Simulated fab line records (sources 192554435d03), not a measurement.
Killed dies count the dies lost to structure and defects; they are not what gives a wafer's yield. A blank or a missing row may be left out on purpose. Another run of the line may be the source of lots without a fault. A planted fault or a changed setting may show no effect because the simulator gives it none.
fab line records | flow n5Finfet
[record] lots = 6 wafers = 18 lastDay = 17
route steps=1938 shown FIN_SAQP@113 BEOL_M4@1111 PASSIVATION@1936
lots with no fault: from the same line, run without faults
startH: start of the lot's first displayed wafer, in hours after the record's first day | waitH: how many hours have passed since the lot's step before this one | " the same as in the row above | L1.1+2: a row that stands for several wafers | - no value, or no start was given | * or withheld: withheld | < > ~ a bound
route shown NAME@n: a module of which the file shows steps, and the number in the route of the first | usual: average and standard deviation across the fault-free wafers | same: alike in all rows | chamber/n: place in a boat | sites: readings site by site | _std_site: standard deviation of those values | _edge_site: inner sites' mean taken away from outer sites' mean | radiusMm: for every site, how far away it sits from the centre of the wafer | mask NAME#n: copy n | behind: tool/chamber where the wafer was last shaped | hold: the reason the lot was held/the length of the hold in hours/how it ended | device: transistor that didn't switch, given as n, p or np | end of line: the route-end tests of the same wafers | a step given without rows: its recipe and nothing more | killed: not the wafer's yield, but the dies lost to structure and defects at the first sort | map: shows each die of a wafer: x if killed, . if not, _ if none is there
set.NAME: the setting that was run; set.NAME@STEP: the one run at that earlier step | model.NAME: the simulator's own value behind a step, which no gauge read
lots at selected steps of the route; one table per step, one row per wafer
services: when a tool's chamber went out of use (startH, in hours from the record's first day, below 0 if earlier), for how many hours, and the reason
[[steps]]
[step N5_FIN_SAQP_INSPECT_18]
[recipe] mode = adi inspectInstrument = brightfield
[usual] rawDefectCount = 393/100
// columns lot.wafer tool chamber startH waitH rawDefectCount
L782.3 defectInspect-01 - 28.46 0.0 266
L782.5 " - " " 313
L782.6 " - " " 232
L787.1 defectInspect-01 - 57.96 0.0 284
L787.3 " - " " 405
L787.6 " - " " 358
L797.1 defectInspect-02 - 117.83 0.0 431
L797.3 " - " " 380
L797.4 " - " " 414
L798.2 defectInspect-02 - 124.31 0.0 506
L798.3 " - " " 293
L798.6 " - " " 283
L800.2 defectInspect-02 - 136.44 0.0 224
L800.5 " - " " 286
L800.6 " - " " 248
L803.2 defectInspect-01 - 154.50 0.0 348
L803.3 " - " " 531
L803.6 " - " " 384
[step N5_FIN_SAQP_DESCUM_21]
[recipe] chemistry = O2 timeS = 7.9 sourcePowerW = 50 biasPowerW = 20 pressureMtorr = 20 rfFrequencyHz = 2.712e+07 tempC = 40 resist = CAR-ArF o2FlowSccm = 225
[step N5_FIN_SAQP_ETCH_51]
[recipe] chemistry = CF4 target = SiARC targetDepthA = 455 maskMaterial = CAR-ArF timeS = 75.8 ionEnergyEv = 80 pressureMtorr = 40 sourceW = 545 biasW = 36 Ar_flow_sccm = 100 cf4FlowSccm = 100 ends = cleared
[usual] drypumpMotorCurrentA = 5.6/0.49 etchRfOnTimeS = 74.9/2.1 oesProductAu = 0.68/0.087 rfVppV = 184.3/1.2 showerheadPlenumPTorr = 2.15/0.072 throttleValvePct = 15.66/0.24
// columns lot.wafer tool chamber startH waitH drypumpMotorCurrentA etchRfOnTimeS oesProductAu rfHoursCounterH rfVppV showerheadPlenumPTorr throttleValvePct
L782.3 rieDiel-01 1 28.62 0.0 5.0 75.9 0.66 - 181.3 2.07 15.87
L782.5 " 3 " " 5.4 77.0 0.58 - 183.5 2.11 15.76
L782.6 " 1 " " 5.0 76.1 0.67 - 184.0 2.07 15.88
L787.1 rieDiel-01 1 58.27 0.0 5.0 76.7 0.66 128 183.4 2.06 15.88
L787.3 " 3 " " 5.4 76.5 0.57 266 183.3 2.11 15.80
L787.6 " 3 " " 5.4 77.3 0.57 - 184.0 2.11 15.80
L797.1 rieDiel-06 2 117.90 0.0 5.6 73.9 0.63 188 183.9 2.20 15.96
L797.3 " 3 " " 5.6 71.6 0.73 67 182.9 2.08 15.58
L797.4 " 3 " " 5.5 71.4 0.73 - 183.1 2.08 15.60
L798.2 rieDiel-01 3 124.38 0.0 5.4 76.0 0.79 19 183.7 2.10 15.35
L798.3 " 0 " " 4.7 76.7 0.63 182 185.4 2.12 15.52
L798.6 " 1 " " 5.0 76.4 0.63 - 183.0 2.05 15.96
L800.2 rieDiel-01 0 136.51 0.0 4.7 77.3 0.62 186 183.5 2.12 15.53
L800.5 " 3 " " 5.4 76.7 0.78 - 184.3 2.10 15.35
L800.6 " 2 " " 6.2 77.2 0.58 - 186.5 2.20 15.90
L803.2 rieDiel-06 2 154.57 0.0 5.6 73.9 0.61 202 185.2 2.20 15.99
L803.3 " 0 " " 5.7 71.6 0.75 49 185.3 2.26 15.39
L803.6 " 3 " " 5.6 71.7 0.71 - 184.4 2.07 15.63
[step N5_FIN_SAQP_ETCH_52]
[recipe] chemistry = N2/H2 target = SOC targetDepthA = 1000 overetchA = 200 maskMaterial = SiARC tempC = 40 timeS = 150 ionEnergyEv = 200 pressureMtorr = 30 sourceW = 840 biasW = 150 n2FlowSccm = 200 h2FlowSccm = 200 ends = endPoint
[usual] drypumpMotorCurrentA = 5.6/0.49 n2FlowSccm = 200.1/0.52 oesProductAu = 0.71/0.083 rfVppV = 524.1/2.6 showerheadPlenumPTorr = 2.55/0.089 throttleValvePct = 17.91/0.28
// columns lot.wafer tool chamber startH waitH drypumpMotorCurrentA n2FlowSccm oesProductAu rfHoursCounterH rfVppV showerheadPlenumPTorr throttleValvePct
L782.3 rieDiel-01 1 28.73 0.1 5.0 200.0 0.70 - 523.3 2.47 18.29
L782.5 " 3 " " 5.4 200.6 0.61 - 522.0 2.48 17.91
L782.6 " 1 " " 5.0 200.0 0.70 - 521.0 2.47 18.30
L787.1 rieDiel-01 1 58.33 0.0 5.0 200.6 0.69 128 521.8 2.46 18.33
L787.3 " 3 " " 5.4 200.4 0.61 266 522.7 2.48 17.93
L787.6 " 3 " " 5.4 200.5 0.61 - 521.7 2.48 17.93
L797.1 rieDiel-06 2 117.96 0.0 5.6 199.9 0.64 188 526.9 2.64 18.36
L797.3 " 3 " " 5.6 200.1 0.74 67 521.2 2.48 17.90
L797.4 " 3 " " 5.6 200.2 0.74 - 522.1 2.48 17.89
L798.2 rieDiel-01 3 124.44 0.0 5.4 199.2 0.82 19 522.4 2.47 17.59
L798.3 " 0 " " 4.7 199.8 0.68 182 524.0 2.54 17.75
L798.6 " 1 " " 5.0 199.4 0.67 - 520.8 2.45 18.37
L800.2 rieDiel-01 0 136.56 0.0 4.7 200.4 0.66 186 524.6 2.54 17.76
L800.5 " 3 " " 5.4 201.3 0.82 - 522.4 2.47 17.58
L800.6 " 2 " " 6.2 199.3 0.62 - 525.6 2.60 18.05
L803.2 rieDiel-06 2 154.63 0.0 5.6 200.7 0.64 202 526.6 2.63 18.36
L803.3 " 0 " " 5.7 200.9 0.76 49 529.0 2.69 17.57
L803.6 " 3 " " 5.6 199.9 0.72 - 523.3 2.47 17.92
[step N5_FIN_SAQP_STRIP_53]
[recipe] chemistry = N2/H2 tempC = 40 n2FlowSccm = 200 h2FlowSccm = 200 rfFrequencyHz = 6e+07
[step N5_FIN_SAQP_HM_OPEN_73]
[recipe] chemistry = CHF3/O2 target = SiO2 stopOn = a-Si targetDepthA = 120 overEtchFrac = 1.8 maskMaterial = SOC timeS = 16.8 pressureMtorr = 30 sourceW = 650 biasW = 170 Ar_flow_sccm = 200 CHF3_flow_sccm = 50 O2_flow_sccm = 5 ionEnergyEv = 200 ends = endPoint
[usual] drypumpMotorCurrentA = 5.6/0.49 oesProductAu = 0.47/0.055 rfVppV = 520/11 showerheadPlenumPTorr = 2.42/0.085 throttleValvePct = 18.89/0.24
// columns lot.wafer tool chamber startH waitH drypumpMotorCurrentA oesProductAu rfHoursCounterH rfVppV showerheadPlenumPTorr throttleValvePct
L782.3 rieDiel-01 1 28.87 0.0 5.0 0.47 - 526 2.33 19.17
L782.5 " 3 " " 5.4 0.41 - 538 2.38 18.94
L782.6 " 1 " " 5.0 0.46 - 526 2.33 19.16
L787.1 rieDiel-01 1 58.44 0.0 5.0 0.46 128 524 2.33 19.17
L787.3 " 3 " " 5.4 0.41 266 540 2.37 18.97
L787.6 " 3 " " 5.4 0.41 - 540 2.37 18.96
L797.1 rieDiel-06 2 118.06 0.0 5.5 0.44 188 504 2.49 19.23
L797.3 " 3 " " 5.6 0.49 68 514 2.35 18.90
L797.4 " 3 " " 5.6 0.50 - 515 2.35 18.91
L798.2 rieDiel-01 3 124.54 0.0 5.4 0.55 19 538 2.36 18.61
L798.3 " 0 " " 4.7 0.45 182 516 2.38 18.63
L798.6 " 1 " " 5.0 0.45 - 526 2.32 19.20
L800.2 rieDiel-01 0 136.67 0.0 4.7 0.44 186 516 2.37 18.61
L800.5 " 3 " " 5.4 0.56 - 539 2.36 18.62
L800.6 " 2 " " 6.2 0.42 - 521 2.47 19.09
L803.2 rieDiel-06 2 154.73 0.0 5.6 0.43 202 505 2.49 19.26
L803.3 " 0 " " 5.7 0.51 49 519 2.56 18.65
L803.6 " 3 " " 5.6 0.49 - 514 2.34 18.93
[step N5_FIN_SAQP_STRIP_74]
[recipe] chemistry = CHF3/O2 resist = SiARC rfFrequencyHz = 6e+07
[step N5_FIN_SAQP_MANDREL_ETCH_22]
[recipe] targetDepthA = 600 chemistry = HBr/Cl2 target = a-Si stopOn = SiNx btTimeS = 10 overEtchFrac = 0.5 timeS = 30 pressureMtorr = 10 icpW = 800 biasW = 75 HBr_flow_sccm = 150 Cl2_flow_sccm = 80 ends = endPoint
[step N5_FIN_SAQP_STRIP_55]
[recipe] chemistry = N2/H2 powerW = 500 tempC = 40 pressureMtorr = 50 rfFrequencyHz = 6e+07 overashFraction = 0.3 biasPowerW = 28 h2Frac = 0.5 n2FlowSccm = 300 h2FlowSccm = 300
[step N5_FIN_SAQP_STRIP_23]
[recipe] chemistry = SPM timeS = 750 tempC = 130 h2so4H2o2VolRatio = 4
[step N5_FIN_SAQP_SRD_66]
[recipe] dry = ipaMarangoni timeS = 30 tempC = 23 rinseLiquid = diw
[step N5_FIN_SAQP_RECESS_75]
[recipe] chemistry = HF/NH3 target = SiO2 targetDepthA = 144 afsCycles = 3 tempC = 30 sublimationTempC = 180 sublimationTimeS = 60
[usual] drypumpMotorCurrentA = 6.15/0.21
// columns lot.wafer tool chamber startH waitH drypumpMotorCurrentA
L782.3 vaporEtch-02 1 29.54 0.1 6.43
L782.5 " 1 " " 6.43
L782.6 " 0 " " 5.88
L787.1 vaporEtch-02 0 59.10 0.0 5.90
L787.3 " 1 " " 6.41
L787.6 " 1 " " 6.44
L797.1 vaporEtch-01 0 118.80 0.0 6.05
L797.3 " 1 " " 6.15
L797.4 " 0 " " 6.03
L798.2 vaporEtch-02 1 125.05 0.0 6.44
L798.3 " 0 " " 5.90
L798.6 " 0 " " 5.89
L800.2 vaporEtch-02 0 137.18 0.0 5.88
L800.5 " 0 " " 5.88
L800.6 " 1 " " 6.48
L803.2 vaporEtch-01 1 155.25 0.0 6.15
L803.3 " 1 " " 6.14
L803.6 " 1 " " 6.17
[step N5_FIN_SAQP_SPACER1_ALD_24]
[recipe] material = SiO2 targetThkA = 203 tempC = 300 aldPrecursorFamily = BDEAS aldCoReactant = O2-plasma pulseTimeS = 1 purgeTimeS = 2 coReactantPurgeTimeS = 2 aldCycles = 218 pressureTorr = 2
[usual] heaterPowerW = 464/70 precursorPulseHeightRel = 0.999/0.02 susceptorTempC = 300.02/0.19
[same] coReactantPurgeTimeS = 2
// columns lot.wafer tool chamber startH waitH heaterPowerW precursorPulseHeightRel susceptorTempC model.SiO2_of_FIN_SAQP_SPACER1_ALD_24.thkNm
L782.3 aldSin-04 2 29.80 0.1 394 1.018 300.04 20.4
L782.5 " 2 " " 396 1.012 300.42 20.2
L782.6 " 1 " " 388 0.986 300.02 20.4
L787.1 aldSin-01 1 59.48 0.3 400 0.976 300.02 20.4
L787.3 " 2 " " 527 1.035 299.58 20.2
L787.6 " 0 " " 439 1.009 299.90 20.2
L797.1 aldSin-01 3 119.18 0.3 530 0.999 311.48 20
L797.3 " 0 " " 491 1.021 311.56 20
L797.4 " 2 " " 599 1.000 311.83 19.8
L798.2 aldSin-03 1 125.44 0.3 625 1.018 300.11 20.4
L798.3 " 0 " " 381 1.023 299.91 20.2
L798.6 " 1 " " 626 0.979 300.25 20.4
L800.2 aldSin-01 1 137.56 0.3 429 0.999 311.86 20
L800.5 " 0 " " 483 1.001 311.36 20
L800.6 " 1 " " 430 0.979 311.96 20
L803.2 aldSin-03 2 155.63 0.3 535 0.983 299.81 20.4
L803.3 " 0 " " 382 0.982 300.29 20.2
L803.6 " 1 " " 630 0.960 299.68 20.4
[step N5_FIN_SAQP_SPACER1_ETCHBACK_25]
[recipe] chemistry = CHF3/O2 mode = anisotropicEtchback target = SiO2 targetDepthA = 244 timeS = 12.2 pressureMtorr = 30 sourceW = 650 biasW = 170 Ar_flow_sccm = 200 CHF3_flow_sccm = 50 O2_flow_sccm = 5 ionEnergyEv = 200
[usual] drypumpMotorCurrentA = 5.6/0.52 oesProductAu = 0.78/0.098 rfVppV = 520/11 showerheadPlenumPTorr = 2.41/0.083 throttleValvePct = 18.97/0.23
// columns lot.wafer tool chamber startH waitH drypumpMotorCurrentA oesProductAu rfHoursCounterH rfVppV showerheadPlenumPTorr throttleValvePct
L782.3 rieDiel-06 3 30.62 0.5 5.6 0.89 33 516 2.36 18.92
L782.5 " 0 " " 5.7 1.00 - 519 2.58 18.65
L782.6 " 3 " " 5.6 0.89 - 515 2.36 18.94
L787.1 rieDiel-02 1 60.20 0.4 6.3 0.81 108 507 2.35 18.71
L787.3 " 0 " " 5.5 0.66 247 504 2.30 19.19
L787.6 " 0 " " 5.5 0.67 - 502 2.30 19.17
L797.1 rieDiel-02 0 119.90 0.4 5.5 0.94 14 510 2.58 18.84
L797.3 " 3 " " 6.2 0.69 239 515 2.37 19.17
L797.4 " 1 " " 6.3 0.78 - 506 2.34 18.74
L798.2 rieDiel-02 1 126.15 0.4 6.3 0.79 131 509 2.34 18.76
L798.3 " 2 " " 5.8 0.97 1 539 2.48 18.75
L798.6 " 0 " " 5.6 0.94 - 511 2.58 18.86
L800.2 rieDiel-06 3 138.28 0.4 5.6 0.84 76 515 2.34 19.02
L800.5 " 3 " " 5.6 0.83 - 515 2.35 18.99
L800.6 " 2 " " 5.6 0.71 - 505 2.49 19.31
L803.2 rieDiel-01 0 156.35 0.4 4.7 0.71 194 516 2.37 18.71
L803.3 " 3 " " 5.4 0.89 31 538 2.36 18.71
L803.6 " 3 " " 5.4 0.89 - 537 2.36 18.72
[step N5_FIN_SAQP_MANDREL1_REMOVE_56]
[recipe] chemistry = HBr/Cl2/O2 btTimeS = 10 target = a-Si stopOn = SiNx endpoint = OES-SiCl overEtchFrac = 1 icpW = 600 biasW = 22 HBr_flow_sccm = 150 Cl2_flow_sccm = 80 O2_flow_sccm = 5 pressureMtorr = 10
[usual] drypumpMotorCurrentA = 5.51/0.28 oesProductAu = 1.007/0.018 throttleValvePct = 36.7/0.35
// columns lot.wafer tool chamber startH waitH drypumpMotorCurrentA oesProductAu rfHoursCounterH throttleValvePct model.FIN_SAQP.cdNm
L782.3 rieSi-01 0 30.70 0.1 5.18 1.017 43 37.2 20.2
L782.5 " 1 " " 5.89 0.986 - 36.1 20.2
L782.6 " 2 " " 5.35 1.017 - 36.9 20.2
L787.1 rieSi-05 3 60.28 0.1 5.44 0.990 84 36.8 20.4
L787.3 " 2 " " 5.74 0.967 90 36.5 20.2
L787.6 " 0 " " 5.58 1.021 - 37.4 20.2
L797.1 rieSi-04 0 119.99 0.1 5.58 1.024 191 36.5 19.8
L797.3 " 1 " " 5.43 1.017 3 36.3 19.8
L797.4 " 2 " " 6.02 1.033 102 37.0 19.8
L798.2 rieSi-04 3 126.24 0.1 5.22 1.020 52 36.6 20.2
L798.3 " 0 " " 5.58 1.025 191 36.5 20.2
L798.6 " 1 " " 5.42 1.009 - 36.3 20.2
L800.2 rieSi-04 0 138.36 0.1 5.59 1.013 192 36.5 20
L800.5 " 1 " " 5.43 1.021 - 36.3 19.8
L800.6 " 2 " " 5.99 1.022 - 37.0 19.8
L803.2 rieSi-04 2 156.43 0.1 6.02 1.025 102 37.0 20.2
L803.3 " 1 " " 5.40 1.019 4 36.3 20.2
L803.6 " 3 " " 5.25 1.026 - 36.6 20.4
[step N5_FIN_SAQP_CD_MEAS_27]
[recipe] targetCdNm = 20 landingEnergyEv = 1000 detector = seInlens polarity = line
[usual] cdNm = 20.25/0.25
[same] landingEnergyEv = 1000
// columns lot.wafer tool chamber startH waitH cdNm
L782.3 cdSem-03 0 30.82 0.1 20.46
L782.5 " 0 " " 20.54
L782.6 " 0 " " 19.89
L787.1 cdSem-01 0 60.39 0.1 20.47
L787.3 " 0 " " 20.14
L787.6 " 0 " " 20.40
L797.1 cdSem-01 0 120.10 0.1 19.86
L797.3 " 0 " " 19.62
L797.4 " 0 " " 20.02
L798.2 cdSem-01 0 126.35 0.1 20.18
L798.3 " 0 " " 20.30
L798.6 " 0 " " 20.30
L800.2 cdSem-03 0 138.48 0.1 19.64
L800.5 " 0 " " 19.82
L800.6 " 0 " " 19.97
L803.2 cdSem-03 0 156.55 0.1 20.23
L803.3 " 0 " " 20.20
L803.6 " 0 " " 20.22
[step N5_BEOL_M4_RC_MEAS_101]
[usual] DIBL_N = 36.8/1.5 DIBL_P = 37.1/2.1 IOFF_N = 0.168/0.03 IOFF_P = 0.22/0.034 ION_N = 679/12 ION_P = 466/8 SS_N = 71.7/0.58 SS_P = 73.5/0.67 VT_N = 248.8/2.7 VT_P = -250/3.3
// columns lot.wafer tool chamber startH waitH DIBL_N[mV/V] DIBL_P[mV/V] IOFF_N[nA/um] IOFF_P[nA/um] ION_N[uA/um] ION_P[uA/um] SS_N[mV/dec] SS_P[mV/dec] VT_N[mV] VT_P[mV]
L782.3 prober-01 0 170.95 0.3 37.1 38.3 0.189 0.25 681 461 71.5 73.4 245.9 -247
L782.5 " 0 " " 37.0 37.9 0.182 0.25 684 467 71.4 74.3 248.8 -247
L782.6 " 0 " " 38.0 39.9 0.210 0.28 692 471 71.4 74.6 246.4 -245
L787.1 prober-01 0 197.91 0.0 34.8 37.5 0.160 0.23 683 468 71.2 73.8 247.8 -247
L787.3 " 0 " " 35.2 37.3 0.163 0.22 679 467 72.0 73.1 249.1 -250
L787.6 " 0 " " 34.2 36.1 0.150 0.20 678 463 71.3 73.5 248.1 -250
L797.1 prober-01 0 262.82 0.0 36.1 35.5 0.140 0.20 663 459 71.2 73.2 250.6 -250
L797.3 " 0 " " 35.8 35.5 0.140 0.21 675 469 71.7 72.7 247.9 -251
L797.4 " 0 " " 36.9 37.7 0.172 0.24 698 472 71.3 73.8 246.5 -249
L798.2 prober-01 0 269.53 0.2 35.7 37.3 0.140 0.22 669 465 71.0 73.1 252.1 -249
L798.3 " 0 " " 37.0 36.8 0.149 0.20 669 455 71.8 73.3 252.0 -251
L798.6 " 0 " " 37.8 39.1 0.178 0.24 679 470 71.1 74.2 249.1 -249
L800.2 prober-01 0 275.85 0.2 36.1 37.2 0.151 0.21 676 466 72.6 73.5 248.1 -250
L800.5 " 0 " " 36.1 38.0 0.150 0.22 677 468 71.6 73.7 248.9 -249
L800.6 " 0 " " 35.6 36.2 0.142 0.19 675 464 71.1 73.2 249.6 -252
L803.2 prober-02 0 296.74 0.2 38.0 37.6 0.201 0.27 688 467 72.2 73.3 247.5 -246
L803.3 " 0 " " 34.4 33.6 0.137 0.19 673 464 71.1 72.2 249.0 -251
L803.6 " 0 " " 37.1 36.5 0.189 0.25 692 475 71.8 73.0 245.8 -245
[step N5_PASSIVATION_PROBE_49]
[usual] defectLimitedYield = 91.0/1.5 killed_at_M0_to_M3 = 34/11 killed_at_M4_up = 14/5.3 killedAtContacts = 13/7 killedAtFrontEnd = 41/13 killedAtOther = 4/3.1 killedDies = 106/17 killedOpen = 70/12 killedShort = 35/8 sort_bin_5_function = 5.2/0.98 sort_bin_6_memory = 3.4/0.69 sortNPass = 1074/17 sortYieldPct = 91.0/1.5
[same] grossDies = 1180 killedAtBackSide = 0 sort_bin_4_leakage[%] = 0 sort_bin_8_speed[%] = 0
// columns lot.wafer tool chamber startH waitH defectLimitedYield[%] killed_at_M0_to_M3 killed_at_M4_up killedAtContacts killedAtFrontEnd killedAtOther killedDies killedOpen killedShort sort_bin_5_function[%] sort_bin_6_memory[%] sortNPass sortYieldPct[%]
L797.3 prober-02 - 368.31 0.1 90.1 35 10 11 57 4 117 73 44 6.0 3.6 1063 90.1
L797.4 prober-02 - 368.36 0.2 91.4 40 9 9 37 6 101 70 31 5.3 3.1 1079 91.4
L800.2 prober-02 - 381.02 0.1 91.9 27 10 27 27 4 95 68 27 5.0 2.8 1085 91.9
L800.5 prober-02 - 381.17 0.2 91.5 22 9 21 45 3 100 65 35 4.7 3.5 1080 91.5
L800.6 prober-02 - 381.22 0.3 92.0 26 9 22 34 3 94 61 33 5.0 2.5 1086 92.0
L803.2 prober-02 - 404.85 0.1 90.1 51 12 19 35 0 117 81 34 6.4 3.1 1063 90.1
L803.3 prober-02 - 404.90 0.1 88.6 71 9 19 36 0 135 95 38 6.8 4.3 1045 88.6
L803.6 prober-02 - 405.05 0.3 90.6 56 10 11 31 3 111 68 42 5.3 3.8 1069 90.6
// killed by level:class
L797.3 FIN_SAQP:geometricParticle:open=11 FIN_SAQP:geometricParticle:short=10 MOL_CONTACT_COAG:geometricParticle:open=10 BEOL_M0_SAQP:geometricParticle:open=9 GATE_CUT:geometricParticle:short=7 BEOL_M3:geometricParticle:open=6 BEOL_M1:geometricParticle:open=5 BEOL_M2:geometricParticle:open=5
L797.4 BEOL_M2:geometricParticle:open=14 FIN_SAQP:geometricParticle:open=10 BEOL_M3:geometricParticle:open=9 STI_FIN_REVEAL:geometricParticle:open=8 MOL_CONTACT_COAG:geometricParticle:open=6 BEOL_M0_SAQP:geometricParticle:open=6 DUMMY_GATE:geometricParticle:open=4 ILD0:geometricParticle:short=4
L800.2 MOL_CONTACT_COAG:geometricParticle:open=22 BEOL_M0_SAQP:geometricParticle:open=9 FIN_SAQP:geometricParticle:short=7 FIN_SAQP:geometricParticle:open=7 BEOL_M1:geometricParticle:open=7 BEOL_M4:geometricParticle:open=7 MOL_CONTACT_COAG:geometricParticle:short=5 BEOL_M1:geometricParticle:short=3
L800.5 MOL_CONTACT_COAG:geometricParticle:open=15 FIN_SAQP:geometricParticle:open=12 STI_FIN_REVEAL:geometricParticle:open=12 BEOL_M0_SAQP:geometricParticle:short=7 BEOL_M4:geometricParticle:open=6 MOL_CONTACT_COAG:geometricParticle:short=6 FIN_SAQP:geometricParticle:short=5 BEOL_M1:geometricParticle:open=5
L800.6 MOL_CONTACT_COAG:geometricParticle:open=18 FIN_SAQP:geometricParticle:open=9 BEOL_M1:geometricParticle:open=8 FIN_SAQP:geometricParticle:short=6 BEOL_M0_SAQP:geometricParticle:short=6 STARTING-WAFER:geometricParticle:open=6 MOL_CONTACT_COAG:geometricParticle:short=4 BEOL_M0_SAQP:geometricParticle:open=4
L803.2 MOL_CONTACT_COAG:geometricParticle:open=15 BEOL_M0_SAQP:geometricParticle:open=13 FIN_SAQP:geometricParticle:open=11 BEOL_M2:geometricParticle:open=11 BEOL_M0_SAQP:geometricParticle:short=7 BEOL_M1:geometricParticle:open=7 BEOL_M4:geometricParticle:open=6 STARTING-WAFER:geometricParticle:short=6
L803.3 BEOL_M2:geometricParticle:open=22 MOL_CONTACT_COAG:geometricParticle:open=14 BEOL_M1:geometricParticle:open=12 BEOL_M0_SAQP:geometricParticle:short=12 FIN_SAQP:geometricParticle:open=11 BEOL_M0_SAQP:geometricParticle:open=11 DUMMY_GATE:geometricParticle:open=9 MOL_CONTACT_COAG:geometricParticle:short=5
L803.6 FIN_SAQP:geometricParticle:open=17 BEOL_M0_SAQP:geometricParticle:short=15 BEOL_M2:geometricParticle:open=12 BEOL_M0_SAQP:geometricParticle:open=10 FIN_SAQP:geometricParticle:short=10 MOL_CONTACT_COAG:geometricParticle:open=7 BEOL_M4:geometricParticle:open=6 BEOL_M1:geometricParticle:open=6
[[services]]
// columns tool chamber startH hours kind
aldSin-03 0 9.27 5.2 repair
rieDiel-01 2 20.42 10.9 repair
rieDiel-01 0 24.21 21.6 repair
rieSi-04 2 27.55 11.5 repair
rieDiel-06 1 34.50 8.1 repair
vaporEtch-02 - 34.53 0.8 repair
rieDiel-01 1 38.11 1.3 repair
rieDiel-06 1 44.87 4.8 repair
vaporEtch-01 - 55.34 0.3 repair
rieDiel-01 3 59.97 1.7 repair
rieDiel-01 3 61.78 - clean
rieDiel-01 3 61.78 - consumableReplace:focusRing
rieDiel-01 3 61.78 14.4 scheduledDown
rieDiel-02 - 72.54 11.6 repair
aldSin-03 - 85.32 14.0 pm
rieSi-04 - 86.73 2.8 pm
rieSi-04 0 96.68 7.0 repair
rieDiel-02 2 96.77 1.5 repair
rieSi-04 2 99.52 3.7 repair
vaporEtch-01 - 102.34 1.2 repair
vaporEtch-01 0 113.35 4.4 repair
aldSin-04 - 115.62 1.8 repair
rieDiel-01 3 130.35 4.5 repair
rieDiel-01 - 148.96 0.1 repair
[[key]]
[firstSign] step = N5_FIN_SAQP_SPACER1_ALD_24 reading = susceptorTempC direction = up sigmas = 60 usual = * struck = *
[effect] step = N5_FIN_SAQP_CD_MEAS_27 reading = cdNm direction = down sigmas = 1.7 usual = 20.25 struck = 19.82
[modelEffect] step = N5_FIN_SAQP_SPACER1_ALD_24 value = SiO2_of_FIN_SAQP_SPACER1_ALD_24.thkNm without = 20.27 struck = 19.97
[modelEffect] step = N5_FIN_SAQP_MANDREL1_REMOVE_56 value = FIN_SAQP.cdNm without = 20.17 struck = 19.83
metAt N5_FIN_SAQP_SPACER1_ALD_24
struckWafers L797.1,L797.3,L797.4,L800.2,L800.5,L800.6
onsetBetween 59.48 119.18
[fault] kind = processParameterDrift tool = aldSin-01 chamber = - onsetH = 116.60 steps = N5_FIN_SAQP_SPACER1_ALD_24 channel = tempC offset = * shape = step endH = 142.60 actsIn = * stated = *
